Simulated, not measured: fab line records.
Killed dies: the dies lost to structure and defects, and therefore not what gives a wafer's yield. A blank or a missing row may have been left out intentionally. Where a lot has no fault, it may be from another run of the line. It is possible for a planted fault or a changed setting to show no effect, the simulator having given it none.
Check for tools in common    flow nand_harc    Sample size 3 lots and 9 wafers

## THE REASON FOR OPENING IT
At NHARC_END_SORT_01 the reading killed_at_other is flagged on 3 of 3 lots. Wafers without a fault read 0.6, standard deviation 0.96.
Rule: a lot is flagged when every wafer of it that has a number lies more than 4 standard deviations from that mean, or none has a number. The other lots count as sound.

lot   measured      on         killed_at_other, wafer by wafer  flag
L364  day 21 21:16  prober-01  640 635 633                      FLAGGED
L366  day 21 22:05  prober-02  631 632 630                      FLAGGED
L369  day 22 05:33  prober-01  654 663 660                      FLAGGED
On average the flagged lots read 642.0, which is +641.4 against the usual, or +99 or more standard deviations.

## WHICH TOOL EACH LOT WENT THROUGH
Before the reading, the record contains 2 process steps out of a 1159-step route. Cell contents, in order: the tool; ch with the chambers the sampled wafers went through; the start.
lot   flag     NHARC_THIN_TSV_DEGAS_53       NHARC_THIN_TSV_ETCH_59
L364  FLAGGED  pvd_sputter-01, day 21 10:02  rie_metal-02 ch 0,1, day 21 11:31
L366  FLAGGED  pvd_sputter-02, day 21 11:08  rie_metal-03 ch 0,1, day 21 12:29
L369  FLAGGED  pvd_sputter-02, day 21 19:08  rie_metal-03 ch 0,1, day 21 20:35
What these steps do:
- NHARC_THIN_TSV_DEGAS_53: time 60 s.
- NHARC_THIN_TSV_ETCH_59: etches the open film in Cl2/BCl3, target depth 880 nm, time 138.1 s.
- NHARC_END_SORT_01

## FLAGGED OVER TOTAL, TOOL BY TOOL (the gauges that took the reading come last)
step                     tool            lots run  flagged  share of the flagged lots  sound lots run after its first flagged lot
NHARC_THIN_TSV_DEGAS_53  pvd_sputter-01  1         1        some                       0
NHARC_THIN_TSV_DEGAS_53  pvd_sputter-02  2         2        some                       0
NHARC_THIN_TSV_ETCH_59   rie_metal-02    1         1        some                       0
NHARC_THIN_TSV_ETCH_59   rie_metal-03    2         2        some                       0
NHARC_END_SORT_01        prober-01       2         2        some                       0
NHARC_END_SORT_01        prober-02       1         1        some                       0

## THE TABLE: WHAT IT ALLOWS
No row of the table ran every flagged lot.

## WHAT HAD BEEN PUT IN BY THE SIMULATOR
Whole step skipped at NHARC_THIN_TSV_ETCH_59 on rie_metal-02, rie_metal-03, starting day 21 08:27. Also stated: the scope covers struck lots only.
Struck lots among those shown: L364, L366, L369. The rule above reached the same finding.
